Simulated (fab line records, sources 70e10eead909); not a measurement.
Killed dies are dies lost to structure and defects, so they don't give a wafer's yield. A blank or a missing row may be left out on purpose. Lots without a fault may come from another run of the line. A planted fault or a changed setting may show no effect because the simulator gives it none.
Chamber matching | flow nand_harc | NHARC_P_M1_PRE_CLEAN_32 on pecvd-02: 3 sister chambers
The step time 12 s. 16 wafers are shown with their chamber, then 8 later ones without.

WAFERS WITH THEIR CHAMBER
wafer  | chamber | heater_power_w (W) | heater_power_outer_w (W) | rf_fwd_power_W (W)
L074.2 | 1       | 789                | 474                      | 291.7
L074.3 | 2       | 667                | 387                      | 293.0
L074.5 | 2       | 642                | 389                      | 293.0
L080.3 | 0       | 723                | 375                      | 294.1
L080.4 | 1       | 795                | 493                      | 293.1
L080.6 | 2       | 616                | 380                      | 292.1
L082.2 | 0       | 714                | 345                      | 291.8
L082.4 | 1       | 818                | 476                      | 292.0
L082.5 | 2       | 602                | 361                      | 291.3
L089.2 | 0       | 769                | 402                      | 292.2
L089.3 | 2       | 624                | 369                      | 293.1
L089.4 | 1       | 768                | 461                      | 292.3
L090.4 | 1       | 708                | 419                      | 292.8
L090.5 | 0       | 801                | 418                      | 292.5
L090.6 | 2       | 576                | 332                      | 294.3
L092.3 | 2       | 602                | 337                      | 292.7

SIGNATURES (means of the wafers above)
reading              | chamber 0 | chamber 1 | chamber 2 | scatter within a chamber
heater_power_w       | 751.75    | 775.60    | 618.43    | 36.4
heater_power_outer_w | 385.00    | 464.60    | 365.00    | 26.9
rf_fwd_power_W       | 292.650   | 292.380   | 292.786   | 0.856
Rule: a wafer's distance from a chamber is the root of the sum, over the readings, of the square of ((its reading less the chamber's mean) divided by the reading's scatter). The wafer belongs to the nearest chamber; if the next one is less than 2 further off, it can't be placed. The scatter: the root of (the sum of the squares of (reading less its chamber's mean) over the shown wafers, divided by (wafers less chambers)).

WAFERS WITHOUT THEIR CHAMBER
wafer  | heater_power_w (W) | heater_power_outer_w (W) | rf_fwd_power_W (W)
L092.4 | 787                | 479                      | 290.8
L092.5 | 704                | 352                      | 293.9
L093.1 | 757                | 442                      | 293.2
L093.5 | 775                | 444                      | 292.2
L093.6 | 790                | 412                      | 292.1
L094.1 | 813                | 417                      | 293.1
L094.3 | 578                | 321                      | 291.9
L094.6 | 705                | 403                      | 290.7

WHICH CHAMBER EACH WENT THROUGH
wafer  | from the rows above          | in truth
L092.4 | 1                            | 1
L092.5 | can't be placed: 0 or 2      | 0
L093.1 | can't be placed: 1 or 0      | 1
L093.5 | can't be placed: 1 or 0      | 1
L093.6 | can't be placed: 0 or 1      | 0
L094.1 | can't be placed: 0 or 1      | 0
L094.3 | 2                            | 2
L094.6 | can't be placed: 0 or 1 or 2 | 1
Placed correctly: 2 of 8. Can't be placed from these rows: 6 (the true chamber is among the candidates in 6). Placed wrongly: 0.
